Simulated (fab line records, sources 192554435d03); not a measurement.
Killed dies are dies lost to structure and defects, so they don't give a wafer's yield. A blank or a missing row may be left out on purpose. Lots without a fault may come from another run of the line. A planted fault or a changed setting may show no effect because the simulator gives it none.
Which tool did it? | flow n5_finfet | 24 lots, 72 wafers sampled, at 6 steps of a route of 1938

WHAT THE GAUGES READ, wafer by wafer
N5_BEOL_M0_CUTY_OVL_MEAS_58.
lot  | measured     | on         | M0_ABLK_OVL (nm)
L074 | day 5 19:59  | overlay-02 | -0.2 0.9 0.8
L075 | day 6 01:34  | overlay-01 | -1.6 -0.2 -1.0
L076 | day 6 10:29  | overlay-02 | -0.9 -0.7 -0.5
L077 | day 6 14:33  | overlay-01 | -0.2 -1.5 -0.4
L079 | day 7 03:10  | overlay-02 | -1.1 -0.7 -1.1
L078 | day 7 03:50  | overlay-01 | -0.8 -1.4 -0.8
L080 | day 7 07:15  | overlay-02 | 0.4 0.6 0.3
L081 | day 7 10:17  | overlay-01 | 0.2 0.5 -0.2
L082 | day 8 03:07  | overlay-02 | -1.0 -0.2 -1.0
L083 | day 8 08:17  | overlay-02 | -0.5 -0.7 -1.6
L084 | day 8 11:52  | overlay-02 | -0.2 -0.7 -0.2
L085 | day 8 23:16  | overlay-01 | -0.5 -0.3 -0.2
L086 | day 9 02:25  | overlay-02 | 0.9 0.2 -0.4
L087 | day 9 05:29  | overlay-01 | 0.0 0.1 0.3
L088 | day 9 09:40  | overlay-02 | 0.0 0.7 0.5
L089 | day 9 14:15  | overlay-01 | -0.3 0.3 -0.5
L090 | day 9 16:28  | overlay-01 | -1.9 -1.0 -1.1
L091 | day 10 00:57 | overlay-02 | -0.7 -1.0 -0.5
L092 | day 10 05:44 | overlay-02 | -0.2 0.0 -0.4
L093 | day 10 17:14 | overlay-02 | -0.2 -0.5 -0.5
L094 | day 10 18:31 | overlay-01 | 0.1 -0.1 -0.7
L095 | day 11 07:20 | overlay-01 | -1.3 -0.6 -0.3
L096 | day 11 07:56 | overlay-02 | -0.6 -0.6 -0.5
L097 | day 11 17:31 | overlay-01 | -0.4 -1.4 -1.4

WHICH TOOL RAN EACH LOT (tool, then ch and the chambers of the sampled wafers, then the start)
lot  | N5_BEOL_M0_SAQP_HM_DEP_02    | N5_BEOL_M0_SAQP_PECVD_03        | N5_BEOL_M0_SAQP_PECVD_04        | N5_BEOL_M0_SAQP_STRIP_86           | N5_BEOL_M0_SAQP_SPACER2_ALD_26
L074 | pvd_sputter-03, day 5 13:52  | pecvd-02 ch 0,1,2, day 5 13:59  | pecvd-02 ch 0,1,2, day 5 14:06  | rie_diel-03 ch 0,2,3, day 5 15:08  | ald_sin-01 ch 1,2,3, day 5 17:28
L075 | pvd_sputter-02, day 5 18:12  | pecvd-02 ch 0,1,2, day 5 18:19  | pecvd-02 ch 0,1,2, day 5 18:26  | rie_diel-01 ch 1,2,3, day 5 19:29  | ald_sin-03 ch 0,1,3, day 5 22:13
L076 | pvd_sputter-01, day 6 03:32  | pecvd-01 ch 0,1,2, day 6 03:40  | pecvd-01 ch 0,1,2, day 6 03:47  | rie_diel-04 ch 1,2,3, day 6 04:50  | ald_sin-03 ch 0,1,3, day 6 07:07
L077 | pvd_sputter-03, day 6 07:44  | pecvd-02 ch 0,1, day 6 07:51    | pecvd-02 ch 0,1, day 6 07:58    | rie_diel-01 ch 1,3, day 6 09:06    | ald_sin-01 ch 0,2, day 6 11:37
L079 | pvd_sputter-03, day 6 20:22  | pecvd-03 ch 1,2, day 6 20:29    | pecvd-03 ch 1,2, day 6 20:36    | rie_diel-01 ch 1,2,3, day 6 21:38  | ald_sin-01 ch 0,2, day 7 00:25
L078 | pvd_sputter-01, day 6 21:14  | pecvd-02 ch 0,1,2, day 6 21:22  | pecvd-02 ch 0,1,2, day 6 21:29  | rie_diel-04 ch 0,1, day 6 22:32    | ald_sin-02 ch 0,1,2, day 7 01:01
L080 | pvd_sputter-03, day 7 00:33  | pecvd-01 ch 0,1, day 7 00:40    | pecvd-01 ch 0,1, day 7 00:47    | rie_diel-04 ch 0,1, day 7 02:27    | ald_sin-02 ch 0,2, day 7 04:52
L081 | pvd_sputter-01, day 7 04:09  | pecvd-03 ch 1,2, day 7 04:16    | pecvd-03 ch 1,2, day 7 04:23    | rie_diel-03 ch 1,3, day 7 05:26    | ald_sin-03 ch 0,2,3, day 7 07:38
L082 | pvd_sputter-02, day 7 20:13  | pecvd-01 ch 1,2, day 7 20:20    | pecvd-01 ch 1,2, day 7 20:27    | rie_diel-04 ch 1,2,3, day 7 21:29  | ald_sin-02 ch 2,3, day 8 00:26
L083 | pvd_sputter-02, day 8 01:09  | pecvd-03 ch 0,1,2, day 8 01:17  | pecvd-03 ch 0,1,2, day 8 01:25  | rie_diel-04 ch 0,1,3, day 8 02:18  | ald_sin-02 ch 0,3, day 8 04:30
L084 | pvd_sputter-03, day 8 04:58  | pecvd-03 ch 0,1,2, day 8 05:05  | pecvd-03 ch 0,1,2, day 8 05:12  | rie_diel-03 ch 2,3, day 8 06:45    | ald_sin-02 ch 1,3, day 8 09:02
L085 | pvd_sputter-02, day 8 16:12  | pecvd-01 ch 0,1,2, day 8 16:19  | pecvd-01 ch 0,1,2, day 8 16:26  | rie_diel-04 ch 1,2, day 8 17:32    | ald_sin-01 ch 1,2, day 8 20:33
L086 | pvd_sputter-02, day 8 19:59  | pecvd-03 ch 0,1, day 8 20:06    | pecvd-03 ch 0,1, day 8 20:16    | rie_diel-03 ch 1,2,3, day 8 21:13  | ald_sin-01 ch 1,2,3, day 8 23:37
L087 | pvd_sputter-03, day 8 22:50  | pecvd-03 ch 0,1, day 8 22:57    | pecvd-03 ch 0,1, day 8 23:07    | rie_diel-01 ch 0,1,3, day 9 00:23  | ald_sin-02 ch 0,3, day 9 02:39
L088 | pvd_sputter-02, day 9 01:57  | pecvd-01 ch 0,1,2, day 9 02:12  | pecvd-01 ch 0,1,2, day 9 02:19  | rie_diel-04 ch 1,2, day 9 03:23    | ald_sin-03 ch 0,2, day 9 05:56
L089 | pvd_sputter-01, day 9 05:42  | pecvd-01 ch 1,2, day 9 05:49    | pecvd-01 ch 1,2, day 9 05:56    | rie_diel-03 ch 0,1,2, day 9 07:10  | ald_sin-03 ch 0,2,3, day 9 11:42
L090 | pvd_sputter-03, day 9 09:25  | pecvd-01 ch 0,1, day 9 09:35    | pecvd-01 ch 0,1, day 9 09:41    | rie_diel-03 ch 0,1, day 9 10:52    | ald_sin-02 ch 0,1, day 9 13:50
L091 | pvd_sputter-02, day 9 18:25  | pecvd-02 ch 0,2, day 9 18:32    | pecvd-02 ch 0,2, day 9 18:38    | rie_diel-01 ch 0,2,3, day 9 19:44  | ald_sin-03 ch 0,1, day 9 22:09
L092 | pvd_sputter-01, day 9 21:25  | pecvd-02 ch 0,2, day 9 21:32    | pecvd-02 ch 0,2, day 9 21:39    | rie_diel-04 ch 0,1,2, day 9 22:56  | ald_sin-03 ch 1,3, day 10 01:28
L093 | pvd_sputter-01, day 10 07:53 | pecvd-01 ch 0,1,2, day 10 08:00 | pecvd-01 ch 0,1,2, day 10 08:07 | rie_diel-01 ch 2,3, day 10 11:02   | ald_sin-01 ch 1,2, day 10 14:36
L094 | pvd_sputter-02, day 10 10:55 | pecvd-03 ch 1,2, day 10 11:02   | pecvd-03 ch 1,2, day 10 11:09   | rie_diel-01 ch 1,2,3, day 10 13:09 | ald_sin-01 ch 1,2,3, day 10 15:38
L095 | pvd_sputter-02, day 10 21:44 | pecvd-03 ch 0,1, day 10 21:52   | pecvd-03 ch 0,1, day 10 21:59   | rie_diel-04 ch 0,1,3, day 10 23:03 | ald_sin-02 ch 0,1,3, day 11 03:19
L096 | pvd_sputter-02, day 11 00:29 | pecvd-02 ch 1,2, day 11 00:36   | pecvd-02 ch 1,2, day 11 00:43   | rie_diel-03 ch 0,1,3, day 11 01:53 | ald_sin-02 ch 0,2,3, day 11 04:16
L097 | pvd_sputter-03, day 11 11:28 | pecvd-01 ch 0,2, day 11 11:35   | pecvd-01 ch 0,2, day 11 11:43   | rie_diel-01 ch 0,1,2, day 11 12:45 | ald_sin-03 ch 0,1,3, day 11 14:58
- N5_BEOL_M0_SAQP_HM_DEP_02: deposits TiN, target thk 12 nm.
- N5_BEOL_M0_SAQP_PECVD_03: deposits SiCN from 3MS/NH3, target thk 12 nm, time 21.1 s.
- N5_BEOL_M0_SAQP_PECVD_04: deposits a-Si from SiH4/He, target thk 60 nm, time 60.2 s.
- N5_BEOL_M0_SAQP_STRIP_86: strips in N2/H2.
- N5_BEOL_M0_SAQP_SPACER2_ALD_26: deposits SiO2, target thk 15 nm, pulse time 1 s, purge time 2 s.

WHAT THE TOOLS THEMSELVES READ (means of the sampled wafers that have a number; where no wafer has one, the mark that the record gives instead)
N5_BEOL_M0_SAQP_HM_DEP_02.
lot  | tool           | throttle_valve_pct (%)
L074 | pvd_sputter-03 | 30.0
L075 | pvd_sputter-02 | 29.0
L076 | pvd_sputter-01 | 30.5
L077 | pvd_sputter-03 | 30.5
L079 | pvd_sputter-03 | 30.1
L078 | pvd_sputter-01 | 30.0
L080 | pvd_sputter-03 | 30.1
L081 | pvd_sputter-01 | 30.5
L082 | pvd_sputter-02 | 28.8
L083 | pvd_sputter-02 | 29.3
L084 | pvd_sputter-03 | 30.2
L085 | pvd_sputter-02 | 28.9
L086 | pvd_sputter-02 | 29.3
L087 | pvd_sputter-03 | 30.5
L088 | pvd_sputter-02 | 29.1
L089 | pvd_sputter-01 | 30.7
L090 | pvd_sputter-03 | 30.5
L091 | pvd_sputter-02 | 29.2
L092 | pvd_sputter-01 | 30.0
L093 | pvd_sputter-01 | 30.8
L094 | pvd_sputter-02 | 29.4
L095 | pvd_sputter-02 | 28.9
L096 | pvd_sputter-02 | 29.2
L097 | pvd_sputter-03 | 30.0

N5_BEOL_M0_SAQP_PECVD_03.
lot  | tool     | showerhead_plenum_p_Torr (Torr) | showerhead_vpp_V (V) | throttle_valve_pct (%)
L074 | pecvd-02 | 3.665                           | 861                  | 8.6
L075 | pecvd-02 | 3.670                           | 861                  | 8.8
L076 | pecvd-01 | 3.668                           | 876                  | 9.0
L077 | pecvd-02 | 3.661                           | 845                  | 9.0
L079 | pecvd-03 | 3.664                           | 877                  | 9.7
L078 | pecvd-02 | 3.667                           | 870                  | 8.8
L080 | pecvd-01 | 3.663                           | 870                  | 9.7
L081 | pecvd-03 | 3.667                           | 900                  | 9.3
L082 | pecvd-01 | 3.673                           | 874                  | 8.4
L083 | pecvd-03 | 3.661                           | 897                  | 9.6
L084 | pecvd-03 | 3.660                           | 895                  | 9.7
L085 | pecvd-01 | 3.668                           | 877                  | 9.1
L086 | pecvd-03 | 3.668                           | 878                  | 9.7
L087 | pecvd-03 | 3.666                           | 865                  | 10.1
L088 | pecvd-01 | 3.668                           | 866                  | 9.0
L089 | pecvd-01 | 3.667                           | 871                  | 8.5
L090 | pecvd-01 | 3.670                           | 871                  | 9.5
L091 | pecvd-02 | 3.671                           | 887                  | 8.5
L092 | pecvd-02 | 3.666                           | 888                  | 8.5
L093 | pecvd-01 | 3.662                           | 873                  | 9.0
L094 | pecvd-03 | 3.661                           | 887                  | 9.8
L095 | pecvd-03 | 3.667                           | 886                  | 9.8
L096 | pecvd-02 | 3.666                           | 881                  | 8.5
L097 | pecvd-01 | 3.669                           | 899                  | 8.8

N5_BEOL_M0_SAQP_PECVD_04.
lot  | tool     | heater_power_outer_w (W) | heater_power_w (W) | showerhead_plenum_p_Torr (Torr) | showerhead_vpp_V (V) | throttle_valve_pct (%)
L074 | pecvd-02 | 363                      | 602                | 5.687                           | 611                  | 17.6
L075 | pecvd-02 | 349                      | 594                | 5.668                           | 616                  | 17.5
L076 | pecvd-01 | 340                      | 590                | 5.676                           | 613                  | 18.1
L077 | pecvd-02 | 365                      | 646                | 5.673                           | 600                  | 18.0
L079 | pecvd-03 | 368                      | 610                | 5.670                           | 620                  | 19.4
L078 | pecvd-02 | 378                      | 642                | 5.676                           | 610                  | 17.6
L080 | pecvd-01 | 332                      | 585                | 5.687                           | 621                  | 19.1
L081 | pecvd-03 | 429                      | 715                | 5.675                           | 629                  | 18.7
L082 | pecvd-01 | 355                      | 600                | 5.678                           | 616                  | 17.2
L083 | pecvd-03 | 365                      | 620                | 5.672                           | 627                  | 19.3
L084 | pecvd-03 | 347                      | 578                | 5.666                           | 626                  | 19.2
L085 | pecvd-01 | 357                      | 601                | 5.680                           | 616                  | 18.1
L086 | pecvd-03 | 283                      | 507                | 5.668                           | 629                  | 19.7
L087 | pecvd-03 | 339                      | 571                | 5.666                           | 615                  | 20.0
L088 | pecvd-01 | 326                      | 570                | 5.687                           | 614                  | 18.0
L089 | pecvd-01 | 370                      | 623                | 5.689                           | 617                  | 17.1
L090 | pecvd-01 | 334                      | 583                | 5.691                           | 613                  | 19.2
L091 | pecvd-02 | 318                      | 524                | 5.677                           | 628                  | 17.1
L092 | pecvd-02 | 340                      | 542                | 5.682                           | 627                  | 17.1
L093 | pecvd-01 | 351                      | 601                | 5.679                           | 614                  | 18.0
L094 | pecvd-03 | 364                      | 602                | 5.671                           | 621                  | 19.6
L095 | pecvd-03 | 297                      | 538                | 5.682                           | 624                  | 19.7
L096 | pecvd-02 | 326                      | 551                | 5.667                           | 623                  | 17.1
L097 | pecvd-01 | 393                      | 654                | 5.693                           | 631                  | 17.5

N5_BEOL_M0_SAQP_STRIP_86.
lot  | tool        | drypump_motor_current_A (A) | oes_product_au (a.u.) | rf_vpp_V (V) | showerhead_plenum_p_Torr (Torr) | throttle_valve_pct (%)
L074 | rie_diel-03 | 5.7                         | 0.73                  | 121.1        | 3.25                            | 19.0
L075 | rie_diel-01 | 5.8                         | 0.73                  | 121.0        | 3.34                            | 19.0
L076 | rie_diel-04 | 6.1                         | 0.70                  | 120.7        | 3.32                            | 18.8
L077 | rie_diel-01 | 5.2                         | 0.72                  | 121.7        | 3.39                            | 19.0
L079 | rie_diel-01 | 5.8                         | 0.72                  | 120.9        | 3.34                            | 19.1
L078 | rie_diel-04 | 5.4                         | 0.71                  | 122.2        | 3.45                            | 19.0
L080 | rie_diel-04 | 5.4                         | 0.71                  | 121.8        | 3.45                            | 19.0
L081 | rie_diel-03 | 6.4                         | 0.90                  | 123.7        | 3.55                            | 18.7
L082 | rie_diel-04 | 6.1                         | 0.79                  | 122.2        | 3.31                            | 18.7
L083 | rie_diel-04 | 5.9                         | 0.81                  | 122.3        | 3.37                            | 18.8
L084 | rie_diel-03 | 6.1                         | 0.88                  | 121.8        | 3.49                            | 18.9
L085 | rie_diel-04 | 5.6                         | 0.86                  | 120.6        | 3.39                            | 18.7
L086 | rie_diel-03 | 6.0                         | 0.79                  | 121.6        | 3.47                            | 19.0
L087 | rie_diel-01 | 5.6                         | 0.88                  | 122.8        | 3.42                            | 18.6
L088 | rie_diel-04 | 5.9                         | 0.78                  | 120.7        | 3.35                            | 19.0
L089 | rie_diel-03 | 5.6                         | 0.74                  | 122.0        | 3.35                            | 19.0
L090 | rie_diel-03 | 5.8                         | 0.73                  | 122.2        | 3.40                            | 18.8
L091 | rie_diel-01 | 6.2                         | 0.87                  | 122.6        | 3.37                            | 18.7
L092 | rie_diel-04 | 5.6                         | 0.79                  | 121.4        | 3.40                            | 19.0
L093 | rie_diel-01 | 6.3                         | 0.82                  | 121.6        | 3.26                            | 18.8
L094 | rie_diel-01 | 5.8                         | 0.88                  | 121.4        | 3.33                            | 18.8
L095 | rie_diel-04 | 5.9                         | 0.77                  | 123.2        | 3.36                            | 18.8
L096 | rie_diel-03 | 5.9                         | 0.77                  | 122.5        | 3.42                            | 18.7
L097 | rie_diel-01 | 5.7                         | 0.91                  | 122.3        | 3.43                            | 18.8

N5_BEOL_M0_SAQP_SPACER2_ALD_26.
lot  | tool       | heater_power_outer_w (W) | heater_power_w (W) | precursor_pulse_height_rel
L074 | ald_sin-01 | 260                      | 458                | 0.999
L075 | ald_sin-03 | 284                      | 489                | 0.991
L076 | ald_sin-03 | 278                      | 494                | 1.012
L077 | ald_sin-01 | 261                      | 473                | 0.999
L079 | ald_sin-01 | 265                      | 468                | 1.015
L078 | ald_sin-02 | 248                      | 438                | 0.998
L080 | ald_sin-02 | 250                      | 469                | 0.988
L081 | ald_sin-03 | 268                      | 495                | 0.980
L082 | ald_sin-02 | 263                      | 486                | 0.995
L083 | ald_sin-02 | 263                      | 489                | 0.982
L084 | ald_sin-02 | 256                      | 475                | 1.004
L085 | ald_sin-01 | 245                      | 423                | 1.000
L086 | ald_sin-01 | 261                      | 454                | 0.985
L087 | ald_sin-02 | 255                      | 480                | 1.008
L088 | ald_sin-03 | 251                      | 468                | 1.010
L089 | ald_sin-03 | 266                      | 492                | 1.008
L090 | ald_sin-02 | 253                      | 452                | 1.019
L091 | ald_sin-03 | 275                      | 471                | 1.012
L092 | ald_sin-03 | 298                      | 521                | 0.995
L093 | ald_sin-01 | 255                      | 449                | 0.989
L094 | ald_sin-01 | 260                      | 464                | 0.996
L095 | ald_sin-02 | 256                      | 463                | 0.987
L096 | ald_sin-02 | 255                      | 463                | 1.007
L097 | ald_sin-03 | 284                      | 503                | 0.999

THE ANSWER, worked out from the rows above alone
Rule: what is usual is taken from the lots themselves. Put in order of their means at a reading, lots are off if they are a third of the lots or fewer, leave a main group of 4 or more, and stand apart from it by a gap of 3 or more times the standard deviation of the main group's means; of several such gaps the widest counts. A main group whose means are all the same, to the digits that the tables above print for the reading, isn't used. A lot without any number at a reading at which 4 lots or more have one is off too. The other lots that the step has rows for count as sound. The gauges are gone through in route order, then the tools' own readings, and for those a lot's mean is taken as printed above. The first step at which some lot is off is used, and at that step the reading that is off furthest; a lot without a number counts as furthest.
No lot is off at any reading shown: from this, nothing can be told.

WHAT THE SIMULATOR HAD PUT IN
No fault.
